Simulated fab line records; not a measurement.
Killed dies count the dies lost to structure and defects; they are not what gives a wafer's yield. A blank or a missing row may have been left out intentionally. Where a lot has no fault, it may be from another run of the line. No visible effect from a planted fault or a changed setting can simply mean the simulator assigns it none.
Which tool was responsible?	flow nand harc	7 lots with 21 wafers sampled at 4 steps, on a route of 1302 steps

WHAT EACH GAUGE READ, for each wafer
NHARC_END_SORT_01.
lot	measured	on	killed at periphery
L494	day 25 22:43	prober-02	5 219 235
L504	day 30 10:19	prober-02	3 0 0
L506	day 32 01:47	prober-01	2 2 2
L508	day 32 23:14	prober-02	2 1 0

TOOL THAT RAN EACH LOT (tool first, then ch and the chambers of the sampled wafers, then the start)
lot	NHARC_P_M0_ECD_22	NHARC_THIN_TSV_PRE_CLEAN_50	NHARC_THIN_TSV_ANNEAL_52
L492	ecd cu-01 ch 0,1, day 7 04:20	pvd sputter-03, day 24 23:35 or earlier	rtp anneal-02 ch 0, day 24 23:35
L494	ecd cu-02 ch 0,1, day 8 04:21	pvd sputter-02, day 25 10:14 or earlier	rtp anneal-01 ch 0, day 25 10:14
L504	ecd cu-02 ch 0,1, day 12 03:44	pvd sputter-01, day 29 20:13 or earlier	rtp anneal-01 ch 0, day 29 20:13
L506	ecd cu-01 ch 0,1, day 12 22:06	pvd sputter-01, day 31 14:46 or earlier	rtp anneal-01 ch 0, day 31 14:46
L508	ecd cu-01 ch 0,1, day 13 22:59	pvd sputter-03, day 32 08:04 or earlier	rtp anneal-01 ch 0, day 32 08:04
L510	ecd cu-02 ch 0,1, day 14 16:56	pvd sputter-03, day 32 16:28 or earlier	rtp anneal-02 ch 0, day 32 16:28
L512	ecd cu-02 ch 0,1, day 15 12:48	pvd sputter-01, day 33 14:21 or earlier	rtp anneal-01 ch 0, day 33 14:21
- NHARC_P_M0_ECD_22: material Cu, target thk 400 nm.
- NHARC_THIN_TSV_PRE_CLEAN_50: time 30 s.
- NHARC_THIN_TSV_ANNEAL_52: time 90 s.

THE ANSWER, worked out from the rows above alone
Rule: the usual values come from the lots themselves. The widest of any qualifying gaps counts: lots, ordered by their means at a reading, are off when they make up no more than a third of the lots, leave a main group of 4 or more, and stand apart from it by 3 or more times the standard deviation of that group's means. A main group whose means are all the same, to the digits that the tables above print for the reading, isn't used. Also off: a lot with no number at a reading for which 4 or more lots have one. All remaining lots with rows at the step are treated as sound.
None of the lots is off at any reading shown; this tells nothing.

WHAT THE SIMULATOR PUT IN
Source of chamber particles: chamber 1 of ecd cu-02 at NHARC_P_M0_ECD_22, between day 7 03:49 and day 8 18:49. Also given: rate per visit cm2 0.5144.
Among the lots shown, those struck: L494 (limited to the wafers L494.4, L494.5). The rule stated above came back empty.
